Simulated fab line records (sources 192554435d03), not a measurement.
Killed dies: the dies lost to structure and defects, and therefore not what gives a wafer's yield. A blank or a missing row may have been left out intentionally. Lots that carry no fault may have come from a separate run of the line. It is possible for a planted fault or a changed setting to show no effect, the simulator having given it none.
2 desks looking at one fault + flow n5-finfet + only its own numbers are on each desk; what lay behind them is given at the end

== THE METROLOGY DESK ==
What the gauges read for every lot (on any tool): the sampled wafers with a number, averaged. A lot is out of limits, marked OUT, if its mean lies more than 4 standard deviations from the usual mean; the brackets give that distance.
Columns: A = cd-nm at N5_SD_EPI_N_CD_MEAS_09, usual 120.0 nm; B = SD_N_BLK_OVL at N5_SD_EPI_N_OVL_MEAS_10, usual 0.2 nm
| lot  | first seen here | A     | B    |
|------|-----------------|-------|------|
| L811 | day 3 01:10     | 120.8 | 0.4  |
| L813 | day 3 13:14     | 119.8 | -0.9 |
| L814 | day 3 20:44     | 119.7 | 0.4  |
| L816 | day 4 06:46     | 120.4 | 1.4  |
| L820 | day 5 08:18     | 119.5 | -0.7 |
| L824 | day 6 07:59     | 119.2 | -0.4 |
| L826 | day 6 18:20     | 119.6 | 1.7  |
| L827 | day 7 00:19     | 120.2 | -0.3 |
| L828 | day 7 07:20     | 120.3 | -0.2 |
| L831 | day 8 02:43     | 119.7 | 0.1  |
| L832 | day 8 06:47     | 120.6 | -0.1 |
| L833 | day 8 12:04     | 120.0 | 1.6  |
| L834 | day 8 21:32     | 119.5 | -1.0 |
This desk found nothing out of limits on any of the 13 lots.

== THE TOOL OWNER'S DESK: ald-sin-03 ==
The tool's own readings at N5_SPACER0_ALD_00 (deposits SiOCN, target thk 3.5 nm, pulse time 3 s, purge time 2 s): means of the sampled wafers that have a number, for each lot that ran on this tool. A lot is out of limits, marked OUT, if its mean lies more than 4 standard deviations from the usual mean; the brackets give that distance.
Columns: A = heater-power-outer-w at N5_SPACER0_ALD_00, usual 533 W; B = heater-power-w at N5_SPACER0_ALD_00, usual 863 W; C = precursor-pulse-height-rel at N5_SPACER0_ALD_00, usual 0.999
| lot  | first seen here | A   | B   | C     |
|------|-----------------|-----|-----|-------|
| L813 | day 3 12:32     | 523 | 801 | 0.998 |
| L814 | day 3 19:55     | 525 | 811 | 0.982 |
| L816 | day 4 05:57     | 526 | 818 | 1.002 |
| L820 | day 5 07:29     | 511 | 813 | 0.992 |
| L833 | day 8 11:22     | 614 | 932 | 1.014 |
This desk found nothing out of limits on any of the 5 lots.

== BROUGHT TOGETHER ==
Nothing out of limits was seen by the metrology desk.
The tool owner's desk saw nothing out of limits.

== WHAT HAD BEEN PUT IN BY THE SIMULATOR ==
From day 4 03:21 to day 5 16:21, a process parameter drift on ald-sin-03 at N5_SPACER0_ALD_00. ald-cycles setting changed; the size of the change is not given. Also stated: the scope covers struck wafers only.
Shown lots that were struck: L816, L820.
